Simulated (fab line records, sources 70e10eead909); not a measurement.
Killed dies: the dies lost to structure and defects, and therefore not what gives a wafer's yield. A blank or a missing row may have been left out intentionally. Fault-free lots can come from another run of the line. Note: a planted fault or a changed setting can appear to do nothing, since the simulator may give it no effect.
fab line records    flow nand-harc
[record] lots = 14  wafers = 42  last-day = 34
route steps=1302 shown A_CHANNEL_FILL_D1@494 A_DECK1_JOINT@527 A_ONON_D2@551
lots that met no fault: taken from a fault-free run of the same line
start-h: hours from the record's opening day to when the first of the lot's shown wafers began    wait-h: hours elapsed since this lot's preceding step    " repeats the value in the row above    L1.1+2: several wafers, shown together as one row    - no value, or no start given    * or withheld: withheld    < > ~ a bound
route shown NAME@n: a module of which the file shows steps, and the number in the route of the first    usual: mean/standard deviation taken from wafers without a fault    same: alike in all rows    chamber/n: place in a boat    sites: the reading at each site    _std_site: how widely they spread, as a standard deviation    _edge_site: inner sites' mean taken away from outer sites' mean    radius-mm: how far each site lies from the wafer's centre    mask NAME#n: copy n    behind: the tool/chamber that last shaped the wafer    hold: reason for holding the lot/hours on hold/outcome of the hold    device: the transistor (n, p or np) that didn't switch    end of line: at the end of the route, the tests of the same wafers    step lacking rows: just its recipe    killed: dies that structure and defects cost at the first sort, which is not the same as the wafer's yield    map: a wafer's dies, marking killed ones x, the rest . and places with no die _
set.NAME: the run value of the setting; set.NAME@STEP: its run value at that earlier step    model.NAME: the simulator's own value behind a step, which no gauge read
one table for each step of the route and one row for each wafer, over a sample of lots
services: from which hour (start-h, from the record's first day; less than 0 if before it) a tool's chamber was out of use, for how many hours, and why
[[steps]]
[step NHARC_A_CHANNEL_FILL_D1_ALD_14]
[recipe] target-thk-a = 25  pulse-time-s = 10  ald-cycles = 25  temp-c = 300  material = SiO2
[usual] heater-power-w = 456/47  precursor-pulse-height-rel = 1.002/0.018
lot.wafer  tool       chamber  start-h  wait-h  heater-power-w  precursor-pulse-height-rel
L957.4     ald-hk-03  2        208.13   0.1     511             0.990
L957.3     "          3        "        "       533             1.027
L957.6     "          2        "        "       503             1.004
L958.1     ald-hk-01  2        208.17   0.1     401             1.025
L958.2     "          3        "        "       476             0.989
L958.6     "          1        "        "       378             0.967
L959.4     ald-hk-03  3        225.54   0.0     490             1.016
L959.2     "          1        "        "       409             0.982
L959.3     "          2        "        "       514             1.033
L960.3     ald-hk-01  3        230.15   0.0     464             0.970
L960.1     "          0        "        "       503             0.987
L960.6     "          3        "        "       458             1.013
L962.1     ald-hk-03  1        260.57   1.0     410             1.015
L962.2     "          3        "        "       518             1.017
L962.5     "          1        "        "       419             0.999
L963.4     ald-hk-04  2        270.85   0.0     485             0.980
L963.1     "          3        "        "       502             0.967
L963.5     "          3        "        "       504             1.006
L966.4     ald-hk-01  1        306.38   3.4     386             1.018
L966.2     "          2        "        "       375             1.021
L966.3     "          0        "        "       481             0.992
L967.4     ald-hk-03  3        307.61   0.0     509             0.999
L967.2     "          0        "        "       448             1.006
L967.1     "          1        "        "       417             0.998
L968.1     ald-hk-03  2        324.36   0.1     523             1.020
L968.2     "          0        "        "       451             0.981
L968.6     "          2        "        "       520             0.971
L971.4     ald-hk-01  1        338.97   0.0     392             1.018
L971.3     "          0        "        "       494             1.011
L971.5     "          2        "        "       379             1.000
L970.2     ald-hk-04  0        345.83   0.0     472             0.997
L970.3     "          3        "        "       492             0.976
L970.6     "          0        "        "       470             1.009
L973.4     ald-hk-03  2        370.74   0.1     518             0.999
L973.1     "          3        "        "       507             1.015
L973.6     "          0        "        "       453             0.991
L977.2     ald-hk-03  3        410.67   0.0     501             1.013
L977.1     "          0        "        "       422             1.000
L977.3     "          2        "        "       513             0.974
L979.3     ald-hk-04  0        421.57   0.0     480             1.008
L979.2     "          2        "        "       495             1.011
L979.4     "          3        "        "       503             0.984
[step NHARC_A_CHANNEL_FILL_D1_ALD_16]
[recipe] target-thk-a = 15  pulse-time-s = 10  ald-cycles = 15  temp-c = 300  material = SiO2
[usual] heater-power-w = 461/44  precursor-pulse-height-rel = 0.996/0.021
lot.wafer  tool       chamber  start-h  wait-h  heater-power-w  precursor-pulse-height-rel
L957.3     ald-hk-04  0        213.25   0.0     480             1.022
L957.4     "          2        "        "       472             0.992
L957.6     "          1        "        "       469             0.995
L958.1     ald-hk-04  3        213.41   0.2     502             1.015
L958.2     "          1        "        "       479             0.986
L958.6     "          0        "        "       491             0.994
L959.3     ald-hk-03  0        230.68   0.0     443             0.996
L959.2     "          1        "        "       415             0.986
L959.4     "          2        "        "       506             1.013
L960.3     ald-hk-03  3        235.36   0.1     508             0.951
L960.1     "          0        "        "       448             0.983
L960.6     "          0        "        "       444             0.990
L962.2     ald-hk-04  2        265.75   0.1     477             0.966
L962.1     "          3        "        "       494             0.990
L962.5     "          1        "        "       484             0.989
L963.4     ald-hk-01  0        276.04   0.0     510             1.004
L963.1     "          2        "        "       399             1.008
L963.5     "          1        "        "       382             0.976
L966.2     ald-hk-01  2        311.35   0.0     382             0.969
L966.4     "          3        "        "       472             0.968
L966.3     "          1        "        "       393             0.996
L967.1     ald-hk-01  3        311.54   0.2     478             0.973
L967.4     "          0        "        "       493             0.995
L967.2     "          1        "        "       384             1.027
L968.1     ald-hk-03  1        329.56   0.1     405             1.032
L968.2     "          3        "        "       528             0.986
L968.6     "          1        "        "       421             0.974
L971.3     ald-hk-03  1        344.17   0.1     412             0.967
L971.4     "          3        "        "       513             0.974
L971.5     "          0        "        "       449             1.007
L970.2     ald-hk-01  2        353.93   2.7     381             0.955
L970.3     "          1        "        "       393             1.016
L970.6     "          2        "        "       387             0.990
L973.1     ald-hk-03  1        375.89   0.1     402             1.018
L973.4     "          2        "        "       510             1.006
L973.6     "          0        "        "       442             1.006
L977.3     ald-hk-04  3        415.83   0.0     502             0.992
L977.1     "          0        "        "       458             0.991
L977.2     "          1        "        "       466             0.984
L979.3     ald-hk-04  0        426.96   0.0     469             1.002
L979.4     "          2        "        "       486             0.998
L979.2     "          3        "        "       502             0.995
[step NHARC_A_DECK1_JOINT_CMP_13]
[recipe] target-thk-nm = 51.023
[usual] motor-current-A = 12.4/0.71  slurry-flow-ml-min = 150.1/0.49  time-to-endpoint-s = 9.2/2
lot.wafer  tool    chamber  start-h  wait-h  motor-current-A  slurry-flow-ml-min  time-to-endpoint-s
L957.3     cmp-02  3        259.11   0.4     11.4             149.8               5.7
L957.4     "       2        "        "       12.2             150.0               10.7
L957.6     "       0        "        "       13.3             149.9               8.8
L958.1     cmp-03  3        259.16   0.4     11.7             150.4               8.7
L958.2     "       0        "        "       12.8             150.1               12.2
L958.6     "       1        "        "       12.5             149.4               6.9
L960.1     cmp-02  1        281.82   0.4     13.3             150.4               7.1
L960.3     "       0        "        "       13.3             149.5               10.6
L960.6     "       2        "        "       11.4             150.3               11.6
L959.4     cmp-03  2        281.82   0.4     12.0             150.0               10.7
L959.2     "       3        "        "       11.6             150.2               7.3
L959.3     "       1        "        "       13.5             150.1               7.9
L962.1     cmp-01  0        311.61   0.4     13.1             150.3               10.0
L962.2     "       3        "        "       13.2             149.9               8.9
L962.5     "       0        "        "       12.4             149.4               8.2
L963.1     cmp-03  0        327.52   0.4     13.3             150.4               8.5
L963.4     "       1        "        "       12.5             150.5               5.4
L963.5     "       3        "        "       11.7             150.1               7.9
L966.4     cmp-01  1        357.07   0.4     12.1             149.9               9.5
L966.2     "       2        "        "       11.9             151.2               9.9
L966.3     "       3        "        "       12.9             149.5               11.3
L967.2     cmp-02  3        362.60   0.4     10.8             150.1               6.8
L967.4     "       0        "        "       13.2             149.6               5.3
L967.1     "       1        "        "       12.6             149.6               10.1
L968.2     cmp-02  3        372.37   0.4     11.5             150.2               6.0
L968.1     "       0        "        "       13.1             149.8               6.5
L968.6     "       1        "        "       12.9             150.2               5.8
L970.3     cmp-01  3        400.03   0.4     13.0             150.0               10.8
L970.2     "       1        "        "       11.4             149.8               11.0
L970.6     "       3        "        "       13.0             150.1               8.6
L971.3     cmp-01  1        403.04   0.4     12.2             149.9               8.9
L971.4     "       2        "        "       13.0             150.8               7.8
L971.5     "       2        "        "       12.3             150.6               5.4
L973.4     cmp-01  0        425.64   0.4     13.7             150.9               13.5
L973.1     "       1        "        "       12.6             150.4               10.7
L973.6     "       3        "        "       13.3             149.7               12.2
L977.2     cmp-01  2        461.76   0.4     12.8             150.4               8.5
L977.3     "       0        "        "       12.7             149.9               11.0
L977.1     "       1        "        "       12.1             149.4               10.7
L979.2     cmp-01  2        474.99   0.4     11.9             149.9               9.3
L979.3     "       3        "        "       12.3             149.6               8.7
L979.4     "       0        "        "       12.9             150.7               11.8
[step NHARC_A_ONON_D2_DEP_09]
[recipe] target-thk-a = 10000  n2-flow-sccm = 2750  n2o-flow-sccm = 2000  nh3-flow-sccm = 500  sih4-flow-sccm = 210  temp-c = 400
lot.wafer   tool           chamber  start-h  wait-h
L958.1+2+6  pecvd-onon-02  0        285.45   0.1
L957.3+4+6  pecvd-onon-03  0        285.59   0.2
L960.1+3+6  pecvd-onon-01  0        305.49   0.1
L959.2+3+4  pecvd-onon-02  0        305.54   0.1
L962.1+2+5  pecvd-onon-02  0        335.33   0.1
L963.1+4+5  pecvd-onon-02  0        353.76   0.1
L966.2+3+4  pecvd-onon-03  0        381.98   0.1
L967.1+2+4  pecvd-onon-03  0        387.27   0.1
L968.1+2+6  pecvd-onon-03  0        398.27   0.1
L970.2+3+6  pecvd-onon-02  0        424.56   0.1
L971.3+4+5  pecvd-onon-03  0        424.61   0.2
L973.1+4+6  pecvd-onon-03  0        449.84   0.1
L977.1+2+3  pecvd-onon-02  0        489.83   0.1
L979.2+3+4  pecvd-onon-01  0        513.01   0.1
[step NHARC_A_ONON_D2_THK_MEAS_11]
[recipe] thk-meas-gauge = ellipsometry
[usual] thk-nm = 999/7.7
lot.wafer  tool           chamber  start-h  wait-h  thk-nm
L958.1     film-metro-02  -        285.96   -       992
L958.2     "              -        "        "       994
L958.6     "              -        "        "       993
L957.3     film-metro-01  -        285.98   -       1005
L957.4     "              -        "        "       1004
L957.6     "              -        "        "       1003
L959.2     film-metro-01  -        305.99   -       995
L959.3     "              -        "        "       996
L959.4     "              -        "        "       996
L960.1     film-metro-02  -        306.00   -       1005
L960.3     "              -        "        "       1005
L960.6     "              -        "        "       1002
L962.1     film-metro-02  -        335.84   -       1009
L962.2     "              -        "        "       1008
L962.5     "              -        "        "       1006
L963.1     film-metro-02  -        354.28   -       1003
L963.4     "              -        "        "       1003
L963.5     "              -        "        "       1001
L966.2     film-metro-01  -        382.43   -       999
L966.3     "              -        "        "       999
L966.4     "              -        "        "       1002
L967.1     film-metro-01  -        387.79   -       990
L967.2     "              -        "        "       986
L967.4     "              -        "        "       988
L968.1     film-metro-01  -        398.78   -       1014
L968.2     "              -        "        "       1015
L968.6     "              -        "        "       1015
L971.3     film-metro-01  -        425.01   -       1005
L971.4     "              -        "        "       1003
L971.5     "              -        "        "       896
L970.2     film-metro-02  -        425.02   -       1004
L970.3     "              -        "        "       1002
L970.6     "              -        "        "       1004
L973.1     film-metro-01  -        450.35   -       1003
L973.4     "              -        "        "       1003
L973.6     "              -        "        "       896
L977.1     film-metro-01  -        490.34   -       1004
L977.2     "              -        "        "       1003
L977.3     "              -        "        "       1003
L979.2     film-metro-01  -        513.46   -       1002
L979.3     "              -        "        "       1001
L979.4     "              -        "        "       1001
[[services]]
tool           chamber  start-h  hours  kind
pecvd-onon-02  -        185.24   13.0   pm
cmp-01         -        185.50   4.0    pm
ald-hk-03      -        212.19   10.0   pm
cmp-02         -        212.42   1.0    repair
ald-hk-04      -        226.53   2.1    repair
pecvd-onon-03  -        227.48   13.0   pm
cmp-02         -        232.53   4.0    pm
ald-hk-04      -        254.00   10.0   pm
cmp-01         -        283.50   4.0    pm
pecvd-onon-02  -        290.96   10.0   repair
ald-hk-01      -        296.15   10.0   pm
pecvd-onon-02  -        312.10   0.1    repair
cmp-01         -        312.56   1.2    repair
ald-hk-01      -        341.46   0.7    repair
cmp-01         -        363.24   4.0    repair
pecvd-onon-02  -        366.24   13.0   pm
cmp-01         -        381.50   4.0    pm
pecvd-onon-03  -        408.48   13.0   pm
ald-hk-04      -        437.46   10.0   pm
cmp-01         -        462.39   0.5    repair
cmp-01         -        465.27   0.9    repair
ald-hk-01      -        474.15   10.0   pm
cmp-01         -        479.50   4.0    pm
cmp-01         -        503.35   1.0    repair
[[key]]
[first-sign] step = NHARC_A_ONON_D2_THK_MEAS_11  reading = thk-nm  direction = down  sigmas = 13  usual = 999  struck = 896
effect none on later readings
met-at NHARC_A_ONON_D2_DEP_09
struck-lots L971,L973
struck-wafers L971.5,L973.6
sort-left-out L971.5,L973.6
tester-left-out L971,L973
not-acting-at NHARC_A_CHANNEL_FILL_D1_ALD_14,NHARC_A_CHANNEL_FILL_D1_ALD_16,NHARC_A_DECK1_JOINT_CMP_13
onset-between 398.27 424.61
[fault] kind = process-parameter-drift  tool = pecvd-onon-03  chamber = -  onset-h = 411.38  steps = NHARC_A_ONON_D2_DEP_09  channel = target-thk-a  offset = *  shape = step  end-h = 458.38  scope = struck-wafers-only  acts-in = *  stated = *
// tester-left-out: of these lots the tester's yield and bins aren't shown, on N5 and GAA mostly nor the transistor test; their killed dies are dies lost to structure and defects alone, not to doping, threshold or leakage, so they don't give the yield
// sort-left-out: the simulated sort isn't trusted on such a fault, so these wafers' sort isn't shown, and their yield isn't known
